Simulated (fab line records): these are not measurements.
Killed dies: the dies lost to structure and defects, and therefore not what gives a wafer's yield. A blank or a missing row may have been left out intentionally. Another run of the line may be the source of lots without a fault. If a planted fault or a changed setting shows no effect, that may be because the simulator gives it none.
Which of the tools did it?    flow nandHarc    Sampling: 12 lots, 36 wafers, 5 of 1159 route steps

WHAT EACH GAUGE READ, for each wafer
NHARC_END_SORT_01. Usual: killedAtArray 29, standard deviation 10; killedAtOther 0.7, standard deviation 1.1; killedAtPeriphery 3.3, standard deviation 2.4; killedDies 33, standard deviation 11; killedOpen 3.3, standard deviation 2; killedShort 1.9, standard deviation 1.3.
lot   measured      on         killedAtArray  killedAtOther  killedAtPeriphery  killedDies  killedOpen  killedShort  flag
L448  day 19 13:30  prober-02  22 11 23       0 0 1          5 5 4              27 16 28    4 3 6       2 1 2        
L449  day 19 03:10  prober-02  32 37 29       3 0 0          3 2 0              38 39 29    4 2 0       3 4 0        
L451  day 19 13:31  prober-01  21 26 18       0 0 0          4 2 2              25 28 20    2 4 2       4 5 1        
L453  day 19 22:07  prober-01  29 22 31       0 0 0          3 3 3              32 25 34    6 3 3       3 3 3        
L452  day 20 17:35  prober-02  8 15 11        1 1 2          3 0 3              12 16 16    5 3 5       0 1 1        
L455  day 21 01:55  prober-01  37 43 37       0 0 0          0 3 2              37 46 39    3 4 3       2 3 0        
L456  day 22 01:58  prober-02  33 29 26       1 0 1          4 2 3              38 31 30    4 5 2       2 2 1        
L457  day 21 18:05  prober-02  26 17 19       0 1 0          0 5 2              26 23 21    8 7 7       3 2 2        
L461  day 23 12:39  prober-02  35 29 26       2 1 0          5 12 4             42 42 30    4 1 3       4 1 0        
L463  day 24 07:22  prober-01  16 14 13       0 1 0          5 6 0              21 21 13    3 6 2       2 2 1        
L467  day 24 22:21  prober-01  20 8 15        0 1 1          5 1 0              25 10 16    4 2 2       2 0 2        
L471  day 25 16:45  prober-01  35 30 38       0 0 0          1 6 1              36 36 39    3 4 2       1 3 2        

EACH LOT AND THE TOOL THAT RAN IT (in order: tool; ch and the chambers of the sampled wafers; start)
lot   NHARC_P_GATE_EXPOSE_23             NHARC_P_GATE_ETCH_32             NHARC_P_GATE_ETCHBACK_37                      NHARC_P_GATE_STRIP_101
L448  arfiScanner-02 ch 0, day 4 09:22   rieSi-06 ch 0,1,2, day 4 10:35   rieDiel-13 ch 1,2,3, day 4 21:04 or earlier   rieDiel-13 ch 1,2,3, day 4 21:04
L449  arfiScanner-03 ch 0, day 4 18:32   rieSi-01 ch 0,1,3, day 4 19:49   rieDiel-01 ch 0,2,3, day 5 06:14 or earlier   rieDiel-01 ch 0,1,2, day 5 06:14
L451  arfiScanner-03 ch 0, day 5 11:04   rieSi-01 ch 0,2, day 5 12:05     rieDiel-13 ch 0,1, day 5 22:30 or earlier     rieDiel-13 ch 0,1, day 5 22:30
L453  arfiScanner-03 ch 0, day 5 17:14   rieSi-03 ch 1,3, day 5 18:18     rieDiel-13 ch 0,1,2, day 6 04:51 or earlier   rieDiel-13 ch 0,1,2, day 6 04:51
L452  arfiScanner-01 ch 0, day 5 17:24   rieSi-06 ch 0,1,3, day 5 18:15   rieDiel-06 ch 0,2, day 6 06:53 or earlier     rieDiel-06 ch 0,1, day 6 06:53
L455  arfiScanner-01 ch 0, day 6 08:52   rieSi-06 ch 0,1,3, day 6 09:41   rieDiel-13 ch 1,2, day 6 20:00 or earlier     rieDiel-13 ch 1,2,3, day 6 20:00
L456  arfiScanner-02 ch 0, day 6 22:12   rieSi-06 ch 0,1,3, day 6 23:00   rieDiel-06 ch 0,3, day 7 12:01 or earlier     rieDiel-06 ch 0,1, day 7 12:01
L457  arfiScanner-02 ch 0, day 7 04:35   rieSi-03 ch 0,3, day 7 05:26     rieDiel-13 ch 0,1,3, day 7 15:49 or earlier   rieDiel-13 ch 1,2,3, day 7 15:49
L461  arfiScanner-03 ch 0, day 7 22:15   rieSi-03 ch 0,2,3, day 7 23:22   rieDiel-13 ch 1,2,3, day 8 09:48 or earlier   rieDiel-13 ch 1,2,3, day 8 09:48
L463  arfiScanner-02 ch 0, day 8 19:42   rieSi-01 ch 1,2, day 8 20:36     rieDiel-13 ch 1,2, day 9 07:07 or earlier     rieDiel-13 ch 1,2, day 9 07:07
L467  arfiScanner-01 ch 0, day 9 10:32   rieSi-03 ch 0,1,3, day 9 11:41   rieDiel-13 ch 0,1,2, day 9 22:17 or earlier   rieDiel-13 ch 0,1,3, day 9 22:17
L471  arfiScanner-01 ch 0, day 10 14:49  rieSi-03 ch 0,2,3, day 10 15:40  rieDiel-01 ch 1,2,3, day 11 02:07 or earlier  rieDiel-01 ch 0,2,3, day 11 02:07
- NHARC_P_GATE_EXPOSE_23: exposes mask P GATE, target cd 120 nm.
- NHARC_P_GATE_ETCH_32: etches the open film in HBr/Cl2, target depth 150 nm, time 100.1 s.
- NHARC_P_GATE_ETCHBACK_37: etches the open film in CHF3/O2, target depth 34.5 nm, time 17.2 s.
- NHARC_P_GATE_STRIP_101: strips in O2, time 20 s.

AS READ BY THE TOOLS THEMSELVES (means over the sampled wafers that have a number; for cases with no such wafer, the mark the record gives instead)
NHARC_P_GATE_EXPOSE_23. Usual: exposureDoseMJCm2 93.90, standard deviation 0.092.
lot   tool            exposureDoseMJCm2  flag
L448  arfiScanner-02  93.79              
L449  arfiScanner-03  93.96              
L451  arfiScanner-03  93.83              
L453  arfiScanner-03  93.88              
L452  arfiScanner-01  94.00              
L455  arfiScanner-01  93.80              
L456  arfiScanner-02  93.95              
L457  arfiScanner-02  91.79              OFF
L461  arfiScanner-03  93.94              
L463  arfiScanner-02  91.71              OFF
L467  arfiScanner-01  93.82              
L471  arfiScanner-01  93.92              

NHARC_P_GATE_ETCH_32. Usual: drypumpMotorCurrentA 5.9 A, standard deviation 0.4; oesProductAu 0.999 a.u., standard deviation 0.013; throttleValvePct 26.407 %, standard deviation 0.009.
lot   tool      drypumpMotorCurrentA (A)  oesProductAu (a.u.)  throttleValvePct (%)  flag
L448  rieSi-06  5.9                       1.002                26.405                
L449  rieSi-01  5.8                       0.999                26.411                
L451  rieSi-01  5.7                       0.999                26.405                
L453  rieSi-03  5.6                       1.012                26.405                
L452  rieSi-06  5.8                       0.994                26.402                
L455  rieSi-06  5.8                       0.992                26.416                
L456  rieSi-06  5.8                       0.996                26.391                
L457  rieSi-03  6.0                       1.010                26.409                
L461  rieSi-03  6.0                       1.002                26.400                
L463  rieSi-01  6.2                       0.997                26.402                
L467  rieSi-03  5.7                       0.994                26.408                
L471  rieSi-03  6.0                       0.992                26.410                

NHARC_P_GATE_ETCHBACK_37. Usual: drypumpMotorCurrentA 5.7 A, standard deviation 0.31; oesProductAu 0.95 a.u., standard deviation 0.035; rfVppV 370.9 V, standard deviation 2; showerheadPlenumPTorr 2.42 Torr, standard deviation 0.081; throttleValvePct 20.571 %, standard deviation 0.009.
lot   tool        drypumpMotorCurrentA (A)  oesProductAu (a.u.)  rfVppV (V)  showerheadPlenumPTorr (Torr)  throttleValvePct (%)  flag
L448  rieDiel-13  5.8                       1.00                 371.0       2.45                          20.572                
L449  rieDiel-01  5.9                       0.97                 372.3       2.51                          20.581                
L451  rieDiel-13  5.7                       0.92                 369.7       2.33                          20.575                
L453  rieDiel-13  5.7                       0.95                 370.2       2.38                          20.569                
L452  rieDiel-06  5.8                       0.90                 370.1       2.41                          20.576                
L455  rieDiel-13  5.7                       0.93                 371.0       2.43                          20.561                
L456  rieDiel-06  6.1                       0.91                 370.0       2.39                          20.573                
L457  rieDiel-13  5.7                       0.93                 370.5       2.40                          20.570                
L461  rieDiel-13  5.7                       0.93                 372.1       2.45                          20.570                
L463  rieDiel-13  5.6                       0.93                 372.3       2.48                          20.567                
L467  rieDiel-13  5.7                       1.01                 369.3       2.38                          20.578                
L471  rieDiel-01  5.6                       1.00                 372.3       2.45                          20.568                

NHARC_P_GATE_STRIP_101. Usual: drypumpMotorCurrentA 5.7 A, standard deviation 0.31; oesProductAu 0.999 a.u., standard deviation 0.013; rfVppV 57.9 V, standard deviation 0.88; showerheadPlenumPTorr 3.55 Torr, standard deviation 0.12; throttleValvePct 17.037 %, standard deviation 0.0097.
lot   tool        drypumpMotorCurrentA (A)  oesProductAu (a.u.)  rfVppV (V)  showerheadPlenumPTorr (Torr)  throttleValvePct (%)  flag
L448  rieDiel-13  5.7                       1.000                58.2        3.61                          17.034                
L449  rieDiel-01  5.3                       1.013                57.7        3.61                          17.040                
L451  rieDiel-13  5.6                       1.003                57.8        3.43                          17.046                
L453  rieDiel-13  5.7                       1.001                57.7        3.51                          17.038                
L452  rieDiel-06  5.2                       0.992                58.0        3.53                          17.053                
L455  rieDiel-13  5.8                       0.993                57.6        3.60                          17.040                
L456  rieDiel-06  5.3                       0.988                57.6        3.53                          17.039                
L457  rieDiel-13  5.8                       1.007                58.4        3.60                          17.030                
L461  rieDiel-13  5.8                       1.009                58.9        3.60                          17.030                
L463  rieDiel-13  5.7                       1.001                58.4        3.57                          17.033                
L467  rieDiel-13  5.7                       0.999                57.9        3.52                          17.040                
L471  rieDiel-01  5.9                       0.997                57.8        3.66                          17.041                

THE ANSWER, worked out from the rows above alone
Rule: lot off if the mean of its wafers having a number is beyond 3 standard deviations from the usual mean. Also off: a lot with no number at a reading for which 4 or more lots have one. All remaining lots with rows at the step are treated as sound. Order of review: gauges by route order, followed by the tools' own readings, for which a lot's mean as printed above is used. The first step at which some lot is off is used, and at that step the reading that is off furthest; a lot without a number counts as furthest.
Off at NHARC_P_GATE_EXPOSE_23 (exposureDoseMJCm2): L457, L463.
A tool fits if, at that step or a process step before it, it ran every lot that is off, and no sound lot after the first of them. One candidate fits, namely arfiScanner-02 at NHARC_P_GATE_EXPOSE_23. Its last sound lot is L456 (day 6 22:12), its first lot that is off L457 (day 7 04:35): a fault that began between those two fits.
The tool's own readings at NHARC_P_GATE_EXPOSE_23 bear it out: on the lots that are off they differ by more than 5 times the standard deviation of the sound lots' means. exposureDoseMJCm2 reads 91.75 there against 93.89 on the sound lots.

WHAT HAD BEEN PUT IN BY THE SIMULATOR
Drift in process parameters on arfiScanner-02 at NHARC_P_GATE_EXPOSE_23, starting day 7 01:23. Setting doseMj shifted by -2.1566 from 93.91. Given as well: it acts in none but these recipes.
Struck lots among those shown: L457, L463. The rule above found the same.
